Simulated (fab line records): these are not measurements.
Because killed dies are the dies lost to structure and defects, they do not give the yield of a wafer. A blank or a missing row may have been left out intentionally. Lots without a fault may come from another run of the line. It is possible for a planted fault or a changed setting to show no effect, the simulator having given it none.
Chamber matching | flow n5_finfet | N5_PMOS_HMC_CHANNEL_EPI_HM_DEP_34 on pecvd-01: 3 sister chambers
The step deposits SiO2 from TEOS/O2, target thk 36 nm, time 6.9 s. 14 wafers are shown with their chamber, then 7 later ones without.

## WAFERS WITH THEIR CHAMBER
wafer  | chamber | throttle_valve_pct (%) | showerhead_plenum_p_Torr (Torr) | heater_power_outer_w (W)
L075.1 | 1       | 19.4                   | 8.32                            | 268
L075.4 | 1       | 19.7                   | 8.30                            | 271
L075.5 | 2       | 21.0                   | 8.39                            | 259
L083.2 | 1       | 19.7                   | 8.32                            | 251
L083.5 | 2       | 21.2                   | 8.40                            | 294
L083.6 | 0       | 19.7                   | 8.33                            | 366
L084.2 | 2       | 21.0                   | 8.39                            | 300
L084.3 | 1       | 19.7                   | 8.32                            | 272
L084.6 | 1       | 19.8                   | 8.32                            | 268
L089.1 | 2       | 21.0                   | 8.36                            | 219
L089.2 | 1       | 19.8                   | 8.33                            | 191
L089.5 | 1       | 19.8                   | 8.32                            | 197
L091.2 | 1       | 19.7                   | 8.34                            | 197
L091.4 | 0       | 20.0                   | 8.33                            | 361

SIGNATURES (averages over the wafers above)
reading                  | chamber 0 | chamber 1 | chamber 2 | scatter within a chamber
throttle_valve_pct       | 19.850    | 19.700    | 21.050    | 0.133
showerhead_plenum_p_Torr | 8.3300    | 8.3213    | 8.3850    | 0.0127
heater_power_outer_w     | 363.50    | 239.38    | 268.00    | 35.6
Rule: for a wafer and a chamber, the distance is found by dividing, reading by reading, the gap between the wafer's reading and the chamber's mean by the reading's scatter, squaring, summing and taking the root. If the next closest chamber is less than 2 further off than the closest, the wafer can't be placed; otherwise it belongs to the closest. How the scatter is found: for the shown wafers, subtract from each reading the mean of its chamber, square and add these, divide the total by (wafers less chambers), then take the root.

## WAFERS WHOSE CHAMBER IS MISSING
wafer  | throttle_valve_pct (%) | showerhead_plenum_p_Torr (Torr) | heater_power_outer_w (W)
L091.5 | 20.9                   | 8.38                            | 291
L093.1 | 20.1                   | 8.34                            | 367
L093.3 | 21.0                   | 8.36                            | 261
L093.6 | 19.5                   | 8.33                            | 191
L097.1 | 19.6                   | 8.33                            | 226
L097.2 | 21.0                   | 8.36                            | 311
L097.3 | 20.1                   | 8.33                            | 354

## THE CHAMBER EACH PASSED THROUGH
wafer  | from the rows above | in truth
L091.5 | 2                   | 2
L093.1 | 0                   | 0
L093.3 | 2                   | 2
L093.6 | 1                   | 1
L097.1 | 1                   | 1
L097.2 | 2                   | 2
L097.3 | 0                   | 0
7 of 7 placed correctly. From these rows, 0 cannot be placed. Wrongly placed: 0.
